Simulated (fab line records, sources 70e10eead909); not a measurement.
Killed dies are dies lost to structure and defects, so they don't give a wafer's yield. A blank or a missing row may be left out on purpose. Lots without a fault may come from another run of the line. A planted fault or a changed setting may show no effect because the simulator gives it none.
Which tool did it? | flow nand_harc | 24 lots, 72 wafers sampled, at 6 steps of a route of 1159

WHAT THE GAUGES READ, wafer by wafer
The record holds no reading of a measuring or inspecting step that can be judged against a usual standard deviation.

WHICH TOOL RAN EACH LOT (tool, then ch and the chambers of the sampled wafers, then the start)
lot  | NHARC_A_STAIRCASE_ETCH_197                    | NHARC_A_STAIRCASE_ETCH_201                    | NHARC_A_STAIRCASE_ETCH_203                    | NHARC_A_STAIRCASE_TRIM_222                    | NHARC_A_STAIRCASE_TRIM_231                    | NHARC_A_STAIRCASE_DESCUM_252
L078 | rie_diel-05 ch 0,2,3, day 13 23:47 or earlier | rie_diel-05 ch 0,3, day 13 23:47 or earlier   | rie_diel-05 ch 0,2, day 13 23:47 or earlier   | rie_diel-04 ch 0,1, day 13 23:47 or earlier   | rie_diel-04 ch 1,2, day 13 23:47 or earlier   | rie_diel-04 ch 0,2, day 13 23:47
L077 | rie_diel-11 ch 0,1,2, day 14 00:49 or earlier | rie_diel-11 ch 1,2, day 14 00:49 or earlier   | rie_diel-11 ch 0,1,2, day 14 00:49 or earlier | rie_diel-11 ch 2,3, day 14 00:49 or earlier   | rie_diel-04 ch 0,3, day 14 00:49 or earlier   | rie_diel-05 ch 0,2, day 14 00:49
L074 | rie_diel-04 ch 0,2,3, day 14 04:17 or earlier | rie_diel-04 ch 0,1, day 14 04:17 or earlier   | rie_diel-04 ch 1,2, day 14 04:17 or earlier   | rie_diel-04 ch 1,2,3, day 14 04:17 or earlier | rie_diel-05 ch 0,1, day 14 04:17 or earlier   | rie_diel-04 ch 2,3, day 14 04:17
L076 | rie_diel-04 ch 0,1,3, day 14 08:49 or earlier | rie_diel-04 ch 1,3, day 14 08:49 or earlier   | rie_diel-04 ch 0,2, day 14 08:49 or earlier   | rie_diel-11 ch 2,3, day 14 08:49 or earlier   | rie_diel-11 ch 2,3, day 14 08:49 or earlier   | rie_diel-05 ch 0,2,3, day 14 08:49
L075 | rie_diel-04 ch 0,2, day 14 10:25 or earlier   | rie_diel-04 ch 2,3, day 14 10:25 or earlier   | rie_diel-04 ch 0,1,3, day 14 10:25 or earlier | rie_diel-05 ch 0,1,2, day 14 10:25 or earlier | rie_diel-05 ch 0,1,2, day 14 10:25 or earlier | rie_diel-11 ch 1,2, day 14 10:25
L080 | rie_diel-04 ch 0,3, day 14 15:39 or earlier   | rie_diel-04 ch 0,1, day 14 15:39 or earlier   | rie_diel-04 ch 1,2,3, day 14 15:39 or earlier | rie_diel-04 ch 1,2, day 14 15:39 or earlier   | rie_diel-11 ch 0,3, day 14 15:39 or earlier   | rie_diel-05 ch 0,2,3, day 14 15:39
L079 | rie_diel-05 ch 0,1,3, day 14 13:42 or earlier | rie_diel-05 ch 2,3, day 14 13:42 or earlier   | rie_diel-05 ch 0,3, day 14 13:42 or earlier   | rie_diel-05 ch 0,3, day 14 13:42 or earlier   | rie_diel-11 ch 0,3, day 14 13:42              | rie_diel-04 ch 0,1,3, day 14 16:22
L082 | rie_diel-11 ch 1,3, day 14 16:41 or earlier   | rie_diel-11 ch 0,2,3, day 14 16:41 or earlier | rie_diel-11 ch 0,2, day 14 16:41 or earlier   | rie_diel-11 ch 0,2, day 14 16:41 or earlier   | rie_diel-04 ch 0,1,2, day 14 16:41 or earlier | rie_diel-04 ch 1,2,3, day 14 16:41
L084 | rie_diel-05 ch 1,3, day 14 19:35 or earlier   | rie_diel-05 ch 0,2,3, day 14 19:35 or earlier | rie_diel-05 ch 0,3, day 14 19:35 or earlier   | rie_diel-11 ch 0,1,3, day 14 19:35 or earlier | rie_diel-11 ch 1,2,3, day 14 19:35 or earlier | rie_diel-05 ch 0,2, day 14 19:35
L081 | rie_diel-11 ch 0,2,3, day 14 20:49 or earlier | rie_diel-11 ch 1,2,3, day 14 20:49 or earlier | rie_diel-11 ch 0,1, day 14 20:49 or earlier   | rie_diel-04 ch 0,2,3, day 14 20:49 or earlier | rie_diel-11 ch 0,1,3, day 14 20:49 or earlier | rie_diel-05 ch 0,1,2, day 14 20:49
L083 | rie_diel-05 ch 0,1,3, day 14 22:37 or earlier | rie_diel-11 ch 1,2,3, day 14 22:37 or earlier | rie_diel-04 ch 0,2, day 14 22:37 or earlier   | rie_diel-05 ch 0,1,3, day 14 22:37 or earlier | rie_diel-04 ch 0,1,3, day 14 22:37 or earlier | rie_diel-04 ch 1,3, day 14 22:37
L085 | rie_diel-05 ch 0,1,2, day 15 02:12 or earlier | rie_diel-05 ch 0,1,2, day 15 02:12 or earlier | rie_diel-05 ch 0,3, day 15 02:12 or earlier   | rie_diel-05 ch 0,2,3, day 15 02:12 or earlier | rie_diel-11 ch 0,2, day 15 02:12 or earlier   | rie_diel-04 ch 0,2,3, day 15 02:12
L087 | rie_diel-04 ch 1,2, day 15 01:29 or earlier   | rie_diel-04 ch 1,2, day 15 01:29 or earlier   | rie_diel-04 ch 2,3, day 15 01:29 or earlier   | rie_diel-05 ch 0,1, day 15 01:29 or earlier   | rie_diel-05 ch 1,2,3, day 15 01:29 or earlier | rie_diel-04 ch 0,2,3, day 15 01:29
L089 | rie_diel-04 ch 2,3, day 15 16:02 or earlier   | rie_diel-04 ch 0,1,3, day 15 16:02 or earlier | rie_diel-04 ch 1,3, day 15 16:02 or earlier   | rie_diel-11 ch 0,2,3, day 15 16:02 or earlier | rie_diel-11 ch 1,3, day 15 16:02 or earlier   | rie_diel-11 ch 0,1,2, day 15 16:02
L086 | rie_diel-11 ch 0,1,2, day 15 16:31 or earlier | rie_diel-11 ch 1,2,3, day 15 16:31 or earlier | rie_diel-11 ch 0,2, day 15 16:31 or earlier   | rie_diel-11 ch 2,3, day 15 16:31 or earlier   | rie_diel-11 ch 1,3, day 15 16:31 or earlier   | rie_diel-04 ch 0,1,3, day 15 16:31
L088 | rie_diel-11 ch 0,2,3, day 15 15:30 or earlier | rie_diel-11 ch 0,1,2, day 15 15:30 or earlier | rie_diel-11 ch 0,1,2, day 15 15:30 or earlier | rie_diel-04 ch 0,2,3, day 15 15:30 or earlier | rie_diel-04 ch 0,1,3, day 15 15:30 or earlier | rie_diel-11 ch 1,2,3, day 15 15:30
L090 | rie_diel-11 ch 0,1,3, day 15 19:33 or earlier | rie_diel-11 ch 2,3, day 15 19:33 or earlier   | rie_diel-11 ch 1,2,3, day 15 19:33 or earlier | rie_diel-11 ch 1,3, day 15 19:33 or earlier   | rie_diel-05 ch 0,1,3, day 15 19:33 or earlier | rie_diel-05 ch 1,3, day 15 19:33
L091 | rie_diel-11 ch 1,2,3, day 15 19:54 or earlier | rie_diel-11 ch 0,1,3, day 15 19:54 or earlier | rie_diel-11 ch 0,1, day 15 19:54 or earlier   | rie_diel-05 ch 0,1, day 15 19:54 or earlier   | rie_diel-05 ch 2,3, day 15 19:54 or earlier   | rie_diel-11 ch 2,3, day 15 19:54
L092 | rie_diel-11 ch 0,2,3, day 15 21:35 or earlier | rie_diel-11 ch 0,1,2, day 15 21:35 or earlier | rie_diel-11 ch 0,1,3, day 15 21:35 or earlier | rie_diel-04 ch 0,1,3, day 15 21:35 or earlier | rie_diel-11 ch 1,3, day 15 21:35 or earlier   | rie_diel-05 ch 0,1,3, day 15 21:35
L093 | rie_diel-04 ch 0,2, day 16 02:30 or earlier   | rie_diel-04 ch 0,2,3, day 16 02:30 or earlier | rie_diel-04 ch 0,1, day 16 02:30 or earlier   | rie_diel-04 ch 1,3, day 16 02:30 or earlier   | rie_diel-11 ch 0,1,2, day 16 02:30 or earlier | rie_diel-04 ch 0,2, day 16 02:30
L095 | rie_diel-04 ch 0,1, day 16 02:40 or earlier   | rie_diel-04 ch 0,1,2, day 16 02:40 or earlier | rie_diel-04 ch 0,1, day 16 02:40 or earlier   | rie_diel-11 ch 1,2, day 16 02:40 or earlier   | rie_diel-05 ch 1,3, day 16 02:40 or earlier   | rie_diel-05 ch 1,2, day 16 02:40
L094 | rie_diel-11 ch 0,1,3, day 16 04:49 or earlier | rie_diel-11 ch 1,2,3, day 16 04:49 or earlier | rie_diel-11 ch 0,2, day 16 04:49 or earlier   | rie_diel-04 ch 2,3, day 16 04:49 or earlier   | rie_diel-04 ch 0,2, day 16 04:49 or earlier   | rie_diel-04 ch 1,3, day 16 04:49
L096 | rie_diel-05 ch 0,1,2, day 17 00:01 or earlier | rie_diel-05 ch 1,2,3, day 17 00:01 or earlier | rie_diel-05 ch 1,2, day 17 00:01 or earlier   | rie_diel-04 ch 1,2, day 17 00:01 or earlier   | rie_diel-04 ch 2,3, day 17 00:01 or earlier   | rie_diel-04 ch 0,1,2, day 17 00:01
L097 | rie_diel-11 ch 1,2, day 17 03:08 or earlier   | rie_diel-11 ch 1,2,3, day 17 03:08 or earlier | rie_diel-11 ch 0,1,2, day 17 03:08 or earlier | rie_diel-11 ch 0,1,3, day 17 03:08 or earlier | rie_diel-11 ch 0,3, day 17 03:08 or earlier   | rie_diel-11 ch 0,1,3, day 17 03:08
- NHARC_A_STAIRCASE_ETCH_197: etches the open film in C4F8/O2, target depth 100 nm, time 40.5 s.
- NHARC_A_STAIRCASE_ETCH_201: etches the open film in C4F8/O2, target depth 100 nm, time 40.5 s.
- NHARC_A_STAIRCASE_ETCH_203: etches the open film in C4F8/O2, target depth 100 nm, time 40.5 s.
- NHARC_A_STAIRCASE_TRIM_222: chemistry O2, time 211.2 s.
- NHARC_A_STAIRCASE_TRIM_231: chemistry O2, time 211.2 s.
- NHARC_A_STAIRCASE_DESCUM_252: chemistry O2, time 3 s.

WHAT THE TOOLS THEMSELVES READ (means of the sampled wafers that have a number; where no wafer has one, the mark that the record gives instead)
NHARC_A_STAIRCASE_ETCH_197. Usual: oes_product_au 0.939 a.u., standard deviation 0.017; rf_vpp_V 897 V, standard deviation 5.3.
lot  | tool        | oes_product_au (a.u.) | rf_vpp_V (V) | flag
L078 | rie_diel-05 | 0.924                 | 896          |
L077 | rie_diel-11 | 0.972                 | 898          |
L074 | rie_diel-04 | 0.954                 | 898          |
L076 | rie_diel-04 | 0.941                 | 898          |
L075 | rie_diel-04 | 0.947                 | 894          |
L080 | rie_diel-04 | 0.944                 | 900          |
L079 | rie_diel-05 | 0.938                 | 894          |
L082 | rie_diel-11 | 0.933                 | 899          |
L084 | rie_diel-05 | 0.947                 | 893          |
L081 | rie_diel-11 | 0.942                 | 897          |
L083 | rie_diel-05 | 0.929                 | 894          |
L085 | rie_diel-05 | 0.920                 | 897          |
L087 | rie_diel-04 | 0.955                 | 898          |
L089 | rie_diel-04 | 0.934                 | 900          |
L086 | rie_diel-11 | 0.921                 | 898          |
L088 | rie_diel-11 | 0.923                 | 898          |
L090 | rie_diel-11 | 0.933                 | 902          |
L091 | rie_diel-11 | 0.918                 | 896          |
L092 | rie_diel-11 | 0.919                 | 898          |
L093 | rie_diel-04 | 0.938                 | 896          |
L095 | rie_diel-04 | 0.942                 | 896          |
L094 | rie_diel-11 | 0.973                 | 901          |
L096 | rie_diel-05 | 0.945                 | 896          |
L097 | rie_diel-11 | 0.957                 | 892          |

NHARC_A_STAIRCASE_ETCH_201. Usual: oes_product_au 0.937 a.u., standard deviation 0.012; rf_vpp_V 897 V, standard deviation 5.5.
lot  | tool        | oes_product_au (a.u.) | rf_vpp_V (V) | flag
L078 | rie_diel-05 | 0.933                 | 895          |
L077 | rie_diel-11 | 0.956                 | 893          |
L074 | rie_diel-04 | 0.948                 | 896          |
L076 | rie_diel-04 | 0.937                 | 902          |
L075 | rie_diel-04 | 0.937                 | 900          |
L080 | rie_diel-04 | 0.939                 | 896          |
L079 | rie_diel-05 | 0.936                 | 894          |
L082 | rie_diel-11 | 0.925                 | 898          |
L084 | rie_diel-05 | 0.931                 | 896          |
L081 | rie_diel-11 | 0.940                 | 895          |
L083 | rie_diel-11 | 0.943                 | 896          |
L085 | rie_diel-05 | 0.931                 | 898          |
L087 | rie_diel-04 | 0.940                 | 897          |
L089 | rie_diel-04 | 0.945                 | 898          |
L086 | rie_diel-11 | 0.930                 | 895          |
L088 | rie_diel-11 | 0.934                 | 897          |
L090 | rie_diel-11 | 0.918                 | 894          |
L091 | rie_diel-11 | 0.928                 | 900          |
L092 | rie_diel-11 | 0.920                 | 898          |
L093 | rie_diel-04 | 0.942                 | 898          |
L095 | rie_diel-04 | 0.945                 | 896          |
L094 | rie_diel-11 | 0.928                 | 896          |
L096 | rie_diel-05 | 0.949                 | 895          |
L097 | rie_diel-11 | 0.934                 | 895          |

NHARC_A_STAIRCASE_ETCH_203. Usual: oes_product_au 0.937 a.u., standard deviation 0.013; rf_vpp_V 897 V, standard deviation 5.5.
lot  | tool        | oes_product_au (a.u.) | rf_vpp_V (V) | flag
L078 | rie_diel-05 | 0.931                 | 899          |
L077 | rie_diel-11 | 0.953                 | 898          |
L074 | rie_diel-04 | 0.952                 | 898          |
L076 | rie_diel-04 | 0.942                 | 896          |
L075 | rie_diel-04 | 0.938                 | 898          |
L080 | rie_diel-04 | 0.928                 | 900          |
L079 | rie_diel-05 | 0.946                 | 893          |
L082 | rie_diel-11 | 0.922                 | 894          |
L084 | rie_diel-05 | 0.930                 | 894          |
L081 | rie_diel-11 | 0.937                 | 903          |
L083 | rie_diel-04 | 0.953                 | 893          |
L085 | rie_diel-05 | 0.942                 | 894          |
L087 | rie_diel-04 | 0.943                 | 900          |
L089 | rie_diel-04 | 0.937                 | 903          |
L086 | rie_diel-11 | 0.936                 | 898          |
L088 | rie_diel-11 | 0.943                 | 898          |
L090 | rie_diel-11 | 0.928                 | 895          |
L091 | rie_diel-11 | 0.930                 | 901          |
L092 | rie_diel-11 | 0.924                 | 901          |
L093 | rie_diel-04 | 0.931                 | 896          |
L095 | rie_diel-04 | 0.951                 | 893          |
L094 | rie_diel-11 | 0.943                 | 899          |
L096 | rie_diel-05 | 0.936                 | 895          |
L097 | rie_diel-11 | 0.926                 | 898          |

NHARC_A_STAIRCASE_TRIM_222. Usual: drypump_motor_current_A 5.8 A, standard deviation 0.47; oes_product_au 0.998 a.u., standard deviation 0.0096; rf_vpp_V 57.8 V, standard deviation 0.97; showerhead_plenum_p_Torr 3.56 Torr, standard deviation 0.15; throttle_valve_pct 17.036 %, standard deviation 0.0093.
lot  | tool        | drypump_motor_current_A (A) | oes_product_au (a.u.) | rf_vpp_V (V) | showerhead_plenum_p_Torr (Torr) | throttle_valve_pct (%) | flag
L078 | rie_diel-04 | 6.1                         | 1.008                 | 57.0         | 3.47                            | 17.035                 |
L077 | rie_diel-11 | 5.5                         | 0.985                 | 57.9         | 3.51                            | 17.038                 |
L074 | rie_diel-04 | 5.7                         | 0.999                 | 58.1         | 3.65                            | 17.041                 |
L076 | rie_diel-11 | 5.5                         | 0.982                 | 57.4         | 3.50                            | 17.037                 |
L075 | rie_diel-05 | 5.9                         | 0.998                 | 57.0         | 3.56                            | 17.032                 |
L080 | rie_diel-04 | 6.1                         | 0.999                 | 56.8         | 3.58                            | 17.040                 |
L079 | rie_diel-05 | 5.4                         | 0.993                 | 57.1         | 3.44                            | 17.045                 |
L082 | rie_diel-11 | 6.0                         | 0.997                 | 57.3         | 3.48                            | 17.025                 |
L084 | rie_diel-11 | 5.8                         | 0.999                 | 58.0         | 3.67                            | 17.029                 |
L081 | rie_diel-04 | 6.0                         | 0.997                 | 57.5         | 3.58                            | 17.032                 |
L083 | rie_diel-05 | 5.6                         | 1.003                 | 58.5         | 3.46                            | 17.041                 |
L085 | rie_diel-05 | 5.8                         | 1.000                 | 58.6         | 3.53                            | 17.025                 |
L087 | rie_diel-05 | 5.8                         | 1.001                 | 58.9         | 3.49                            | 17.027                 |
L089 | rie_diel-11 | 5.7                         | 0.981                 | 57.9         | 3.56                            | 17.037                 |
L086 | rie_diel-11 | 5.5                         | 0.995                 | 58.4         | 3.50                            | 17.035                 |
L088 | rie_diel-04 | 6.0                         | 0.999                 | 57.7         | 3.58                            | 17.032                 |
L090 | rie_diel-11 | 5.5                         | 1.000                 | 58.3         | 3.60                            | 17.040                 |
L091 | rie_diel-05 | 5.5                         | 0.998                 | 58.1         | 3.51                            | 17.033                 |
L092 | rie_diel-04 | 5.6                         | 1.004                 | 57.4         | 3.58                            | 17.029                 |
L093 | rie_diel-04 | 5.3                         | 0.999                 | 57.1         | 3.64                            | 17.035                 |
L095 | rie_diel-11 | 5.9                         | 0.996                 | 58.3         | 3.52                            | 17.043                 |
L094 | rie_diel-04 | 5.5                         | 1.002                 | 58.2         | 3.69                            | 17.034                 |
L096 | rie_diel-04 | 6.1                         | 0.997                 | 58.3         | 3.56                            | 17.041                 |
L097 | rie_diel-11 | 5.8                         | 0.990                 | 58.0         | 3.66                            | 17.038                 |

NHARC_A_STAIRCASE_TRIM_231. Usual: drypump_motor_current_A 5.8 A, standard deviation 0.45; oes_product_au 0.998 a.u., standard deviation 0.01; rf_vpp_V 58.0 V, standard deviation 0.88; showerhead_plenum_p_Torr 3.56 Torr, standard deviation 0.15; throttle_valve_pct 17.037 %, standard deviation 0.0079.
lot  | tool        | drypump_motor_current_A (A) | oes_product_au (a.u.) | rf_vpp_V (V) | showerhead_plenum_p_Torr (Torr) | throttle_valve_pct (%) | flag
L078 | rie_diel-04 | 5.7                         | 1.009                 | 58.7         | 3.59                            | 17.047                 |
L077 | rie_diel-04 | 5.5                         | 0.993                 | 58.1         | 3.66                            | 17.038                 |
L074 | rie_diel-05 | 5.8                         | 1.009                 | 58.3         | 3.50                            | 17.047                 |
L076 | rie_diel-11 | 5.7                         | 0.987                 | 58.3         | 3.41                            | 17.043                 |
L075 | rie_diel-05 | 5.9                         | 1.004                 | 57.2         | 3.56                            | 17.041                 |
L080 | rie_diel-11 | 5.6                         | 1.001                 | 57.6         | 3.65                            | 17.031                 |
L079 | rie_diel-11 | 5.8                         | 0.998                 | 58.8         | 3.72                            | 17.038                 |
L082 | rie_diel-04 | 6.1                         | 1.007                 | 57.8         | 3.52                            | 17.030                 |
L084 | rie_diel-11 | 5.6                         | 0.994                 | 57.9         | 3.51                            | 17.043                 |
L081 | rie_diel-11 | 5.8                         | 1.006                 | 58.0         | 3.67                            | 17.032                 |
L083 | rie_diel-04 | 5.6                         | 1.000                 | 57.9         | 3.59                            | 17.025                 |
L085 | rie_diel-11 | 6.0                         | 0.988                 | 58.0         | 3.47                            | 17.037                 |
L087 | rie_diel-05 | 6.0                         | 1.001                 | 58.5         | 3.50                            | 17.033                 |
L089 | rie_diel-11 | 5.5                         | 0.994                 | 58.2         | 3.60                            | 17.035                 |
L086 | rie_diel-11 | 5.5                         | 0.989                 | 58.3         | 3.60                            | 17.038                 |
L088 | rie_diel-04 | 5.6                         | 1.004                 | 57.8         | 3.58                            | 17.038                 |
L090 | rie_diel-05 | 5.6                         | 1.000                 | 58.0         | 3.46                            | 17.040                 |
L091 | rie_diel-05 | 5.8                         | 1.000                 | 56.8         | 3.48                            | 17.036                 |
L092 | rie_diel-11 | 5.6                         | 1.003                 | 59.0         | 3.61                            | 17.035                 |
L093 | rie_diel-11 | 5.9                         | 0.995                 | 57.7         | 3.57                            | 17.033                 |
L095 | rie_diel-05 | 5.9                         | 1.000                 | 58.1         | 3.44                            | 17.033                 |
L094 | rie_diel-04 | 6.5                         | 0.996                 | 57.2         | 3.50                            | 17.035                 |
L096 | rie_diel-04 | 6.0                         | 1.004                 | 58.6         | 3.62                            | 17.033                 |
L097 | rie_diel-11 | 5.8                         | 0.978                 | 59.2         | 3.71                            | 17.026                 |

NHARC_A_STAIRCASE_DESCUM_252. Usual: drypump_motor_current_A 5.8 A, standard deviation 0.52; oes_product_au 1.000 a.u., standard deviation 0.0091; rf_vpp_V 57.9 V, standard deviation 0.84; showerhead_plenum_p_Torr 1.93 Torr, standard deviation 0.08; throttle_valve_pct 11.311 %, standard deviation 0.0097.
lot  | tool        | drypump_motor_current_A (A) | oes_product_au (a.u.) | rf_vpp_V (V) | showerhead_plenum_p_Torr (Torr) | throttle_valve_pct (%) | flag
L078 | rie_diel-04 | 6.4                         | 1.007                 | 57.4         | 1.91                            | 11.318                 |
L077 | rie_diel-05 | 5.6                         | 0.999                 | 56.9         | 1.95                            | 11.321                 |
L074 | rie_diel-04 | 6.0                         | 1.006                 | 58.3         | 1.98                            | 11.306                 |
L076 | rie_diel-05 | 5.8                         | 0.997                 | 57.8         | 1.91                            | 11.317                 |
L075 | rie_diel-11 | 5.8                         | 1.001                 | 57.9         | 1.92                            | 11.308                 |
L080 | rie_diel-05 | 5.7                         | 0.995                 | 57.1         | 1.91                            | 11.318                 |
L079 | rie_diel-04 | 5.7                         | 0.998                 | 57.9         | 1.95                            | 11.316                 |
L082 | rie_diel-04 | 5.6                         | 1.007                 | 58.7         | 1.98                            | 11.308                 |
L084 | rie_diel-05 | 6.0                         | 0.994                 | 57.9         | 1.97                            | 11.299                 |
L081 | rie_diel-05 | 5.9                         | 1.000                 | 57.5         | 1.93                            | 11.312                 |
L083 | rie_diel-04 | 5.3                         | 1.000                 | 58.8         | 1.98                            | 11.309                 |
L085 | rie_diel-04 | 6.0                         | 0.996                 | 58.4         | 1.94                            | 11.306                 |
L087 | rie_diel-04 | 6.0                         | 0.992                 | 58.3         | 1.94                            | 11.310                 |
L089 | rie_diel-11 | 5.9                         | 1.006                 | 57.7         | 1.94                            | 11.307                 |
L086 | rie_diel-04 | 5.6                         | 1.002                 | 57.7         | 1.94                            | 11.316                 |
L088 | rie_diel-11 | 5.6                         | 0.985                 | 57.7         | 1.90                            | 11.309                 |
L090 | rie_diel-05 | 5.7                         | 1.001                 | 57.9         | 1.84                            | 11.308                 |
L091 | rie_diel-11 | 5.7                         | 0.984                 | 57.7         | 1.83                            | 11.304                 |
L092 | rie_diel-05 | 5.6                         | 1.003                 | 57.8         | 1.87                            | 11.310                 |
L093 | rie_diel-04 | 6.4                         | 0.999                 | 57.8         | 1.86                            | 11.309                 |
L095 | rie_diel-05 | 6.2                         | 1.004                 | 58.2         | 1.91                            | 11.310                 |
L094 | rie_diel-04 | 5.2                         | 1.002                 | 58.7         | 2.01                            | 11.313                 |
L096 | rie_diel-04 | 6.1                         | 1.009                 | 57.7         | 1.90                            | 11.312                 |
L097 | rie_diel-11 | 5.8                         | 0.986                 | 58.0         | 1.99                            | 11.309                 |

THE ANSWER, worked out from the rows above alone
Rule: a lot is off if the mean of its wafers that have a number lies more than 3 standard deviations from the usual mean. A lot without any number at a reading at which 4 lots or more have one is off too. The other lots that the step has rows for count as sound. The gauges are gone through in route order, then the tools' own readings, and for those a lot's mean is taken as printed above. The first step at which some lot is off is used, and at that step the reading that is off furthest; a lot without a number counts as furthest.
No lot is off at any reading shown: from this, nothing can be told.

WHAT THE SIMULATOR HAD PUT IN
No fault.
